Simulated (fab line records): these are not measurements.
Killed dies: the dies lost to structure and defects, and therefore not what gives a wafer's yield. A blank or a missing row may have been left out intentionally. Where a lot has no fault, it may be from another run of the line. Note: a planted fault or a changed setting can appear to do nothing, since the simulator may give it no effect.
A lot that was struck, set against a sound lot + flow nand-harc + 14 out of 1159 route steps
Sound: these wafers, L608.2, L608.4, L608.6. The struck wafers were L610.2, L610.4, L610.6. The cause is named last.
Order at every step that has rows: each side's tool, ch and its chambers, its first start. Under that, the readings that differ: sound wafers + struck wafers + difference of the means + sigmas: that difference in standard deviations of wafers without a fault.
alike: readings with means less than 2 such deviations apart, plus words and numbers identical on both sides. not compared: withheld readings, readings lacking a value on some wafer, bounds such as >300 that could conceal the same value, and numbers that have no deviation in the record and whose values overlap.
The two part at a step that has a row with sigmas, a row that says differs or no value, or rows on one side only. Numbers that have no deviation but don't overlap get no sigmas and don't part them. A reading that every wafer of one side lacks parts them only if that side has two wafers or more.

first, 4 steps without rows for these wafers: NHARC_A_CONTACT_EBR_38; NHARC_A_CONTACT_EXPOSE_39 (exposes mask A CC 3); NHARC_A_CONTACT_PEB_40 (peb time 65 s); NHARC_A_CONTACT_DEVELOP_41 (develop time 35 s).
NHARC_A_CONTACT_CD_MEAS_42: target cd 200 nm.
  sound on cd-sem-02 ch 0, day 17 19:22; struck on cd-sem-03 ch 0, day 17 23:34
  alike: cd-nm
NHARC_A_CONTACT_OVL_MEAS_43:
  sound on overlay-01 at day 17 19:28; struck on overlay-01 at day 17 23:40
  alike: overlay-x-nm, overlay-y-nm
NHARC_A_CONTACT_INSPECT_44:
  sound on defect-inspect-02 at day 17 19:30; struck on defect-inspect-02 at day 17 23:42
  alike: raw-defect-count
NHARC_A_CONTACT_DESCUM_47: chemistry O2, time 3 s.
  sound on rie-diel-01 ch 0,1,2, day 17 19:34; struck on rie-diel-02 ch 1,3, day 17 23:52
  alike: drypump-motor-current-A, oes-product-au, rf-vpp-V, showerhead-plenum-p-Torr, throttle-valve-pct
  not compared: rf-hours-counter-h
NHARC_A_CONTACT_ETCH_48: etches the open film in CF4, target depth 39 nm, time 65 s.
  sound on rie-diel-01 ch 0,1, day 17 19:38; struck on rie-diel-02 ch 1,2,3, day 17 23:58
  alike: bias-w, cf4-flow-sccm, drypump-motor-current-A, oes-product-au, rf-vpp-V, showerhead-plenum-p-Torr, throttle-valve-pct
  not compared: rf-hours-counter-h
NHARC_A_CONTACT_ETCH_49: etches the open film in N2/H2, target depth 260 nm, time 475.3 s.
  sound on rie-diel-01 ch 1,2,3; struck on rie-diel-02 ch 2,3
  alike: bias-w, chamber-pressure-mTorr, drypump-motor-current-A, oes-product-au, rf-vpp-V, showerhead-plenum-p-Torr, throttle-valve-pct
  not compared: rf-hours-counter-h
then, 1 step without rows for these wafers: NHARC_A_CONTACT_ETCH_50 (etches the open film in CF4/CHF3, target depth 84.7 nm, time 42.4 s).
NHARC_A_CONTACT_ETCH_51: etches the open film in O2/COS, target depth 3600 nm, time 936 s.
  sound on rie-diel-01 ch 1,3; struck on rie-diel-02 ch 0,1,3
  alike: bias-w, chamber-pressure-mTorr, drypump-motor-current-A, oes-product-au, rf-vpp-V, showerhead-plenum-p-Torr, throttle-valve-pct
  not compared: rf-hours-counter-h
NHARC_A_CONTACT_ETCH_111: etches the open film in C4F8/O2/Ar, time 140 s, target depth 700 nm.
  sound on har-cap-etch-03 ch 0,1, day 17 20:52; struck on har-cap-etch-02 ch 0,1, day 18 01:07
  no value came back on the struck wafers for chamber-pressure-mTorr (mTorr), oes-air-line-au (a.u.); on the sound wafers chamber-pressure-mTorr (mTorr) reads 19.989 20.000 20.007
  not compared: rf-hours-counter-h
NHARC_A_CONTACT_ETCH_112: etches the open film in C4F8/O2/Ar, time 94 s, target depth 922 nm.
  sound on har-cap-etch-03 ch 0,1, day 17 21:04; struck on har-cap-etch-02 ch 0,1, day 18 01:19
  alike: chamber-pressure-mTorr, oes-air-line-au
  not compared: rf-hours-counter-h

== WHERE THEY PART ==
At NHARC_A_CONTACT_ETCH_111 and nowhere else, as far as this record goes. Later steps at which nothing parts them and some readings are alike: NHARC_A_CONTACT_ETCH_112.

WHY: whatever the simulator had introduced
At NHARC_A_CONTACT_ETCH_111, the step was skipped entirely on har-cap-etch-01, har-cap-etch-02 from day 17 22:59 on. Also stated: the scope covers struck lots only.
